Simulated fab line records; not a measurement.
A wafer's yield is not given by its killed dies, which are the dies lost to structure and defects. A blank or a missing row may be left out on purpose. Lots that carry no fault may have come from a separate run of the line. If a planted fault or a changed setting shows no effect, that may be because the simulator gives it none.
Chamber matching :: flow n5_finfet :: N5_BEOL_M5_ETCH_75 on rie_diel-02 has 4 sister chambers
The step etches underlayer in N2/H2, target depth 6.5 nm, time 5.2 s. 4 wafers are shown with their chamber, then 8 later ones without.

## WAFERS, EACH WITH ITS CHAMBER
wafer: L090.2
chamber: 2
showerhead_plenum_p_Torr (Torr): 2.51

wafer: L087.2
chamber: 3
showerhead_plenum_p_Torr (Torr): 2.44

wafer: L087.4
chamber: 1
showerhead_plenum_p_Torr (Torr): 2.62

wafer: L089.2
chamber: 0
showerhead_plenum_p_Torr (Torr): 2.53

## WAFERS WITHOUT THEIR CHAMBER
wafer: L089.4
showerhead_plenum_p_Torr (Torr): 2.44

wafer: L089.5
showerhead_plenum_p_Torr (Torr): 2.53

wafer: L094.2
showerhead_plenum_p_Torr (Torr): 2.50

wafer: L094.3
showerhead_plenum_p_Torr (Torr): 2.53

wafer: L094.4
showerhead_plenum_p_Torr (Torr): 2.44

wafer: L097.2
showerhead_plenum_p_Torr (Torr): 2.43

wafer: L097.4
showerhead_plenum_p_Torr (Torr): 2.53

wafer: L097.6
showerhead_plenum_p_Torr (Torr): 2.62

## EACH ONE'S CHAMBER
wafer: L089.4
from the rows above: 3
in truth: 3

wafer: L089.5
from the rows above: 0
in truth: 0

wafer: L094.2
from the rows above: 2
in truth: 2

wafer: L094.3
from the rows above: 0
in truth: 0

wafer: L094.4
from the rows above: 3
in truth: 3

wafer: L097.2
from the rows above: 3
in truth: 3

wafer: L097.4
from the rows above: 0
in truth: 0

wafer: L097.6
from the rows above: 1
in truth: 1
Correct placement for 8 of the 8. From these rows, 0 cannot be placed. Number placed wrongly: 0.
How it was worked out, from the rows above alone: a wafer's distance from a chamber is the root of the sum, over the readings, of the square of ((its reading less the chamber's mean) divided by the reading's scatter). The wafer belongs to the nearest chamber; if the next one is less than 2 further off, it can't be placed. For every chamber, the mean is computed from those of its wafers that are shown. The scatter: with one shown wafer a chamber, the root of the mean of the squares of how far each hidden wafer lies from its nearest shown one.
